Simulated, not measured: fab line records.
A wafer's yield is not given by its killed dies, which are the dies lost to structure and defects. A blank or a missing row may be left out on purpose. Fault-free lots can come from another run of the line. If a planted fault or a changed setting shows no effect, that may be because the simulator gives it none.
Matching of chambers || flow n5Finfet || N5_MOL_CONTACT_COAG_DESCUM_88 on rieDiel-01: 4 sister chambers
The step chemistry O2, time 7 s. 4 wafers are shown with their chamber, then 7 later ones without.

## WAFERS PAIRED WITH THEIR CHAMBERS
{"wafer": "L078.4", "chamber": 3, "showerheadPlenumPTorr (Torr)": 2.22}
{"wafer": "L078.6", "chamber": 0, "showerheadPlenumPTorr (Torr)": 2.15}
{"wafer": "L079.4", "chamber": 2, "showerheadPlenumPTorr (Torr)": 2.24}
{"wafer": "L079.5", "chamber": 1, "showerheadPlenumPTorr (Torr)": 2.02}

## WAFERS WHOSE CHAMBER IS MISSING
{"wafer": "L079.6", "showerheadPlenumPTorr (Torr)": 2.22}
{"wafer": "L088.1", "showerheadPlenumPTorr (Torr)": 2.14}
{"wafer": "L088.2", "showerheadPlenumPTorr (Torr)": 2.21}
{"wafer": "L088.3", "showerheadPlenumPTorr (Torr)": 2.23}
{"wafer": "L093.1", "showerheadPlenumPTorr (Torr)": 2.01}
{"wafer": "L093.4", "showerheadPlenumPTorr (Torr)": 2.23}
{"wafer": "L093.6", "showerheadPlenumPTorr (Torr)": 2.23}

## WHICH CHAMBER EACH WENT THROUGH
{"wafer": "L079.6", "from the rows above": 3, "in truth": 3}
{"wafer": "L088.1", "from the rows above": 0, "in truth": 0}
{"wafer": "L088.2", "from the rows above": 3, "in truth": 3}
{"wafer": "L088.3", "from the rows above": "can't be placed: 3 or 2", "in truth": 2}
{"wafer": "L093.1", "from the rows above": 1, "in truth": 1}
{"wafer": "L093.4", "from the rows above": "can't be placed: 3 or 2", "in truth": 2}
{"wafer": "L093.6", "from the rows above": "can't be placed: 3 or 2", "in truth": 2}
Correctly placed: 4 of 7. Can't be placed from these rows: 3 (the true chamber is among the candidates in 3). 0 placed wrongly.
How it was worked out, from the rows above alone: a wafer's distance from a chamber is the root of the sum, over the readings, of the square of ((its reading less the chamber's mean) divided by the reading's scatter). The wafer belongs to the nearest chamber; if the next one is less than 2 further off, it can't be placed. Each chamber's mean is taken over the wafers shown for it. The scatter: with one shown wafer a chamber, the root of the mean of the squares of how far each hidden wafer lies from its nearest shown one.
